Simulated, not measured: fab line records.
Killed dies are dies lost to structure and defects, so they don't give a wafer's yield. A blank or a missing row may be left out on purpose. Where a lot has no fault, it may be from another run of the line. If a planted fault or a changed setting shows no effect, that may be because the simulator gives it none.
Matching of chambers ; flow nand-harc ; cmp-01 running NHARC_A_WL_FILL_CMP_12: 4 sister chambers
The step polishes, t overpolish 30 s, target thk 100 nm. 14 wafers are shown with their chamber, then 7 later ones without.

== WAFERS PAIRED WITH THEIR CHAMBERS ==
wafer;chamber;motor-current-A (A);overpolish-run-s (s);time-to-endpoint-s (s)
L076.3;3;12.4;30.001;16.1
L076.4;1;12.1;30.009;21.2
L076.5;2;11.9;29.996;23.2
L075.2;0;11.4;29.996;23.6
L075.4;2;12.0;29.992;19.4
L075.5;1;11.9;30.007;20.5
L081.1;3;11.4;30.009;21.4
L081.2;1;12.1;30.003;23.9
L081.3;2;12.6;29.998;20.0
L083.2;3;11.7;29.998;16.8
L083.4;0;11.2;29.999;25.1
L083.6;2;13.1;29.997;22.1
L088.1;0;11.0;30.005;18.6
L088.4;3;12.2;30.002;16.9

SIGNATURES (means of the wafers above)
reading;chamber 0;chamber 1;chamber 2;chamber 3;scatter within a chamber
motor-current-A;11.200;12.033;12.400;11.925;0.409
overpolish-run-s;30.00000;30.00633;29.99575;30.00250;0.00383
time-to-endpoint-s;22.433;21.867;21.175;17.800;2.38
Rule: for a wafer and a chamber, the distance is found by dividing, reading by reading, the gap between the wafer's reading and the chamber's mean by the reading's scatter, squaring, summing and taking the root. If the next closest chamber is less than 2 further off than the closest, the wafer can't be placed; otherwise it belongs to the closest. How the scatter is found: for the shown wafers, subtract from each reading the mean of its chamber, square and add these, divide the total by (wafers less chambers), then take the root.

== WAFERS MISSING THEIR CHAMBER ==
wafer;motor-current-A (A);overpolish-run-s (s);time-to-endpoint-s (s)
L088.5;11.7;29.991;17.2
L090.3;11.2;29.995;18.8
L090.4;12.6;30.016;20.9
L090.5;12.2;30.010;19.5
L095.2;10.8;30.018;24.7
L095.3;11.9;30.014;21.1
L095.5;11.9;29.996;22.9

== WHICH CHAMBER EACH ONE RAN IN ==
wafer;from the rows above;in truth
L088.5;can't be placed: 2 or 3 or 0 or 1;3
L090.3;can't be placed: 0 or 3 or 2 or 1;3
L090.4;can't be placed: 1 or 3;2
L090.5;can't be placed: 1 or 3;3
L095.2;can't be placed: 1 or 0 or 3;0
L095.3;can't be placed: 1 or 3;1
L095.5;can't be placed: 2 or 0 or 3 or 1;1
0 of 7 placed correctly. From these rows, 7 cannot be placed; in 6 the true chamber is one of the candidates. 0 placed wrongly.
